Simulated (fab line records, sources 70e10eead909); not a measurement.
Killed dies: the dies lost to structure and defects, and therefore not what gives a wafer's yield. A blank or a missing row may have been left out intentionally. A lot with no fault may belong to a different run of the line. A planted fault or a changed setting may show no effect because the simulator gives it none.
Comparing a struck lot with a sound one || flow nand-harc || 21 out of 1159 route steps
Sound: wafers L150.1, L150.2, L150.3. Struck: wafer L160.6. (L160.2, L160.5 of the same lot were not struck and are left out.) The cause comes at the end.
Per side, at each step with rows, come the tool, then ch with its chambers, and then its first start. Under that, the readings that differ: sound wafers || struck wafers || difference of the means || sigmas: that difference in standard deviations of wafers without a fault.
alike: same words and numbers on both sides, and readings whose means sit less than 2 such deviations apart. not compared: any withheld reading, any reading some wafer has no value for, any bound like >300 that may hide the same value, and any number with overlapping values for which the record gives no deviation.
A row with sigmas, a row that says differs or no value, or rows on one side alone: a step with any of these is where the two part. Numbers that have no deviation but don't overlap get no sigmas and don't part them. Lack of a reading on every wafer of one side parts them only where that side has two or more wafers.

first, 2 steps without rows for these wafers: NHARC_A_CHANNEL_HOLE_D1_ETCH_19 (etches the open film in C4F8/O2/Ar, time 34.5 s); NHARC_A_CHANNEL_HOLE_D1_ETCH_20 (etches the open film in C4F8/O2/Ar, time 361.9 s, target depth 1600 nm).
NHARC_A_CHANNEL_HOLE_D1_ETCH_21: etches the open film in C4F8/O2/Ar, time 514.3 s, target depth 1600 nm.
  sound on har-etch-01 ch 0,1, day 11 06:04; struck on har-etch-01 ch 1, day 13 07:53
  alike: drypump-motor-current-A, showerhead-plenum-p-Torr, throttle-valve-pct
  not compared: rf-hours-counter-h
then, 1 step without rows for these wafers: NHARC_A_CHANNEL_HOLE_D1_ETCH_22 (etches the open film in C4F8/O2/Ar, time 666.7 s, target depth 1600 nm).
NHARC_A_CHANNEL_HOLE_D1_ETCH_23: etches the open film in C4F8/O2/Ar, time 819 s, target depth 1600 nm.
  sound on har-etch-01 ch 0,1, day 11 07:05; struck on har-etch-01 ch 1, day 13 08:53
  alike: drypump-motor-current-A, showerhead-plenum-p-Torr, throttle-valve-pct
  not compared: rf-hours-counter-h
then, 1 step without rows for these wafers: NHARC_A_CHANNEL_HOLE_D1_ETCH_24 (etches the open film in C4F8/O2/Ar, time 906.2 s, target depth 1500 nm).
NHARC_A_CHANNEL_HOLE_D1_ETCH_25: etches the open film in C4F8/O2/Ar, time 1040.2 s, target depth 1500 nm.
  sound on har-etch-01 ch 0,1, day 11 08:32; struck on har-etch-01 ch 1, day 13 10:22
  alike: drypump-motor-current-A, showerhead-plenum-p-Torr, throttle-valve-pct
  not compared: rf-hours-counter-h
NHARC_A_CHANNEL_HOLE_D1_ETCH_26: etches the open film in C4F8/O2/Ar, time 224.1 s, target depth 300 nm.
  sound on har-etch-01 ch 0,1, day 11 09:25; struck on har-etch-01 ch 1, day 13 11:14
  alike: drypump-motor-current-A, showerhead-plenum-p-Torr, throttle-valve-pct
  not compared: rf-hours-counter-h
NHARC_A_CHANNEL_HOLE_D1_ETCH_33: etches the open film in C4F8/O2/Ar, time 90 s, target depth 400 nm.
  sound on har-etch-01 ch 0,1, day 11 09:37; struck on har-etch-01 ch 1, day 13 11:26
  alike: drypump-motor-current-A, showerhead-plenum-p-Torr, throttle-valve-pct
  not compared: rf-hours-counter-h
then, 3 steps without rows for these wafers: NHARC_A_CHANNEL_HOLE_D1_STRIP_41 (strips in N2/H2); NHARC_A_CHANNEL_HOLE_D1_STRIP_42 (strips in CF4/CHF3); NHARC_A_CHANNEL_HOLE_D1_STRIP_43 (strips in O2/COS).
NHARC_A_CHANNEL_HOLE_D1_ETCH_44: etches the open film in CF4/O2, target depth 140 nm, overetch 14 nm, time 77 s.
  sound on rie-diel-07 ch 0,2,3, day 11 10:22; struck on rie-diel-07 ch 2, day 13 12:12
  alike: bias-w, drypump-motor-current-A, oes-product-au, rf-vpp-V, showerhead-plenum-p-Torr, throttle-valve-pct
  not compared: rf-hours-counter-h
then, 3 steps without rows for these wafers: NHARC_A_CHANNEL_HOLE_D1_STRIP_27 (strips in O2); NHARC_A_CHANNEL_HOLE_D1_PRECLEAN_28 (cleans in SC1); NHARC_A_CHANNEL_HOLE_D1_SRD_29.
NHARC_A_CHANNEL_HOLE_D1_CD_MEAS_30:
  struck on cd-sem-01, day 13 12:59; sound on cd-sem-01, day 11 11:10
  alike: cd-nm
next, for these wafers, 1 step has no rows: NHARC_A_CHANNEL_HOLE_D1_XSEM_31.
NHARC_A_CHANNEL_HOLE_D1_INSPECT_40:
  struck on defect-inspect-01, day 13 13:10; sound on defect-inspect-02, day 11 11:21
{"reading": "raw-defect-count", "sound": "76 70 55", "struck": 1225, "difference": "+1158", "sigmas": "+68"}
then, 1 step without rows for these wafers: NHARC_A_CHANNEL_FILL_D1_PRECLEAN_00 (cleans in SC1).
-- the record jumps here: 11 days lie between the struck wafers' starts before and after (it left off in module A_CHANNEL_FILL_D1 and takes up again in module END, whose first step shown is number 1159 of the route) --
NHARC_END_SORT_01:
  sound on prober-02 ch 0, day 21 13:58; struck on prober-02 ch 0, day 24 15:05
{"reading": "killed-at-array", "sound": "33 36 31", "struck": 142, "difference": "+109", "sigmas": "+11"}
{"reading": "killed-at-periphery", "sound": "7 11 8", "struck": 2, "difference": -7, "sigmas": -3}
{"reading": "killed-dies", "sound": "40 48 39", "struck": 144, "difference": "+102", "sigmas": "+9"}
  alike: killed-at-other, killed-open, killed-short

## WHERE THEY PART
Last at NHARC_END_SORT_01 as far as this record goes, first at NHARC_A_CHANNEL_HOLE_D1_INSPECT_40.

WHY: whatever the simulator had introduced
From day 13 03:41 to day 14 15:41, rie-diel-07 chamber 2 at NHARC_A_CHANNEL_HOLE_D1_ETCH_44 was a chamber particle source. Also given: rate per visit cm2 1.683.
